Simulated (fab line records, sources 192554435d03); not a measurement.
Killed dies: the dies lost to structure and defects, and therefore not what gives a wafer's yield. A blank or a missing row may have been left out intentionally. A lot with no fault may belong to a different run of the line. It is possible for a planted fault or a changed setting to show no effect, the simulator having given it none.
Split-lot experiment + flow n5Finfet + on a route of 1938 steps: 7 lots, 39 wafers read

## ON THE SPLIT
At N5_SD_EPI_P_EPI_21 (deposits SiGe:B, time 355 s), the setting tempC was moved away from the recipe's 550 C on 15 of the 39 wafers read, by -0.6% to +0.8%. All remaining wafers had this setting at the recipe value.

## FROM THE SPLIT TO THE READING: what the file shows between them, 8 steps
- N5_SD_EPI_P_EPI_MEAS_23
- N5_SD_EPI_P_HM_STRIP_48: strips SiNx in H3PO4, material SiNx, target depth 3 nm
- N5_SD_EPI_P_SRD_49: time 30 s
- N5_SD_EPI_P_PRECLEAN_24: cleans in O3/DIW, time 45 s
- N5_SD_EPI_P_PRECLEAN_32: cleans in dHF, time 10 s
- N5_SD_EPI_P_PRECLEAN_33: cleans in SC2, time 45 s
- N5_SD_ACTIVATION_RTA_00: time 0 s
- N5_SD_ACTIVATION_LSA_01: time 0.0008 s

## THE READING
Measured at N5_SD_ACTIVATION_RS_MEAS_03 by four-point probe: RS_SD_P, in ohm/sq. A value of 56.0 ohm/sq with a standard deviation of 0.78 ohm/sq is what fault-free wafers of this fab line usually give.

| wafer  | tool, chamber at the split | tempC as run, C | against the recipe | RS_SD_P, ohm/sq | against lot-mates on the recipe |
|--------|----------------------------|-----------------|--------------------|-----------------|---------------------------------|
| L076.1 | epiRpcvd-04, 0             | 550             | recipe             | 56.9            | -                               |
| L076.2 | epiRpcvd-04, 0             | 552.5           | +0.5%              | 52.8            | -3.6                            |
| L076.3 | epiRpcvd-04, 0             | 552.5           | +0.5%              | 53.4            | -3.0                            |
| L076.4 | epiRpcvd-04, 0             | 550             | recipe             | 56.9            | -                               |
| L076.5 | epiRpcvd-04, 0             | 552.5           | +0.5%              | 53.6            | -2.8                            |
| L076.6 | epiRpcvd-04, 0             | 550             | recipe             | 55.4            | -                               |
| L079.1 | epiRpcvd-02, 0             | 550             | recipe             | 56.8            | -                               |
| L079.2 | epiRpcvd-02, 0             | 554.2           | +0.8%              | 51.6            | -5.0                            |
| L079.3 | epiRpcvd-02, 0             | 554.2           | +0.8%              | 51.1            | -5.5                            |
| L079.4 | epiRpcvd-02, 0             | 554.2           | +0.8%              | 50.6            | -6.0                            |
| L079.5 | epiRpcvd-02, 0             | 550             | recipe             | 56.4            | -                               |
| L079.6 | epiRpcvd-02, 0             | 550             | recipe             | 56.6            | -                               |
| L086.1 | epiRpcvd-02, 0             | 550             | recipe             | 55.9            | -                               |
| L086.2 | epiRpcvd-02, 0             | 546.6           | -0.6%              | 60.9            | +4.6                            |
| L086.3 | epiRpcvd-02, 0             | 550             | recipe             | 57.4            | -                               |
| L086.4 | epiRpcvd-02, 0             | 546.6           | -0.6%              | 61.8            | +5.5                            |
| L086.5 | epiRpcvd-02, 0             | 550             | recipe             | 55.7            | -                               |
| L086.6 | epiRpcvd-02, 0             | 546.6           | -0.6%              | 60.9            | +4.6                            |
| L087.1 | epiRpcvd-04, 0             | 550             | recipe             | 54.5            | -                               |
| L087.2 | epiRpcvd-04, 0             | 550             | recipe             | 54.1            | -                               |
| L087.3 | epiRpcvd-04, 0             | 550             | recipe             | 54.8            | -                               |
| L087.4 | epiRpcvd-04, 0             | 550             | recipe             | 54.4            | -                               |
| L087.5 | epiRpcvd-04, 0             | 550             | recipe             | 53.2            | -                               |
| L087.6 | epiRpcvd-04, 0             | 550             | recipe             | 54.4            | -                               |
| L090.1 | epiRpcvd-04, 0             | 550             | recipe             | 55.8            | -                               |
| L090.2 | epiRpcvd-04, 0             | 548.8           | -0.2%              | 57.9            | +1.6                            |
| L090.3 | epiRpcvd-04, 0             | 550             | recipe             | 56.6            | -                               |
| L090.4 | epiRpcvd-04, 0             | 548.8           | -0.2%              | 59.1            | +2.8                            |
| L090.5 | epiRpcvd-04, 0             | 548.8           | -0.2%              | 57.6            | +1.3                            |
| L090.6 | epiRpcvd-04, 0             | 550             | recipe             | 56.4            | -                               |
| L094.1 | epiRpcvd-01, 0             | 550             | recipe             | 57.0            | -                               |
| L094.3 | epiRpcvd-01, 0             | 550             | recipe             | 56.5            | -                               |
| L094.4 | epiRpcvd-01, 0             | 550             | recipe             | 56.1            | -                               |
| L095.1 | epiRpcvd-04, 0             | 551.5           | +0.3%              | 53.9            | -2.6                            |
| L095.2 | epiRpcvd-04, 0             | 550             | recipe             | 56.3            | -                               |
| L095.3 | epiRpcvd-04, 0             | 550             | recipe             | 56.3            | -                               |
| L095.4 | epiRpcvd-04, 0             | 550             | recipe             | 56.9            | -                               |
| L095.5 | epiRpcvd-04, 0             | 551.5           | +0.3%              | 54.1            | -2.4                            |
| L095.6 | epiRpcvd-04, 0             | 551.5           | +0.3%              | 54.3            | -2.2                            |

THE FIT
A straight line over all 39 wafers: RS_SD_P changes by -7.17 ohm/sq for each +1% of tempC; r = -0.92; the points scatter about the line by 0.97 ohm/sq.
The same after taking each lot's own level away (the mean of its wafers on the recipe; 39 wafers): -7.53 ohm/sq for each +1%; r = -0.98; scatter 0.51 ohm/sq.
Per that fit: largest tempC move, reading shift of 5.8 ohm/sq.
Across the lots, their own levels run from 54.23 to 56.60 ohm/sq, a range of 3.0 times the standard deviation given above.
The two slopes are in agreement: the lot-to-lot level therefore moves the slope only a little.
Check: -5.83 ohm/sq against its lot-mates is what the line predicts for one of the wafers moved furthest among these (+0.8%) when that wafer is left out of the fit. It came out at -5 ohm/sq against them.

## THE OTHER SPLITS THESE WAFERS WENT THROUGH
Other splits were also applied to these wafers ahead of the reading. Each is held against what the fit with the lots' levels taken away leaves over:
| other split on the same wafers | wafers away from the commonest value | r with RS_SD_P (lot level and that fit taken away) |
|--------------------------------|--------------------------------------|----------------------------------------------------|
| N5_WELL_APT_EXPOSE_22 doseMj   | 15                                   | -0.01                                              |
| N5_DUMMY_GATE_EXPOSE_12 doseMj | 15                                   | -0.18                                              |
| N5_SD_EPI_N_EPI_21 tempC       | 9                                    | +0.08                                              |

## THE WHOLE CHAIN: every reading that the file lists as answering this split, in the file's order
| step                        | what it does                 | reading                                                                          | change (the file's fit)              | r (the file's) |
|-----------------------------|------------------------------|----------------------------------------------------------------------------------|--------------------------------------|----------------|
| N5_SD_EPI_P_EPI_21          | deposits SiGe:B, time 355 s  | SiGe-B_of_SD_EPI_P_EPI_21.thkNm (the simulator's own value, which no gauge read) | +7.66 nm for each +1% of the setting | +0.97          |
| N5_SD_EPI_P_EPI_MEAS_23     |                              | thkNm                                                                            | withheld for each +1% of the setting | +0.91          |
| N5_SD_EPI_P_PRECLEAN_24     | cleans in O3/DIW, time 45 s  | SiGe-B_of_SD_EPI_P_EPI_21.thkNm (the simulator's own value, which no gauge read) | +7.6 nm for each +1% of the setting  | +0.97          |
| N5_SD_ACTIVATION_RS_MEAS_03 | measures by four-point-probe | RS_SD_P                                                                          | -7.5 for each +1% of the setting     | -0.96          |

## THE FILE'S OWN FIT
RS_SD_P changes by -7.5 ohm/sq for each +1% of tempC, r = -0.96.
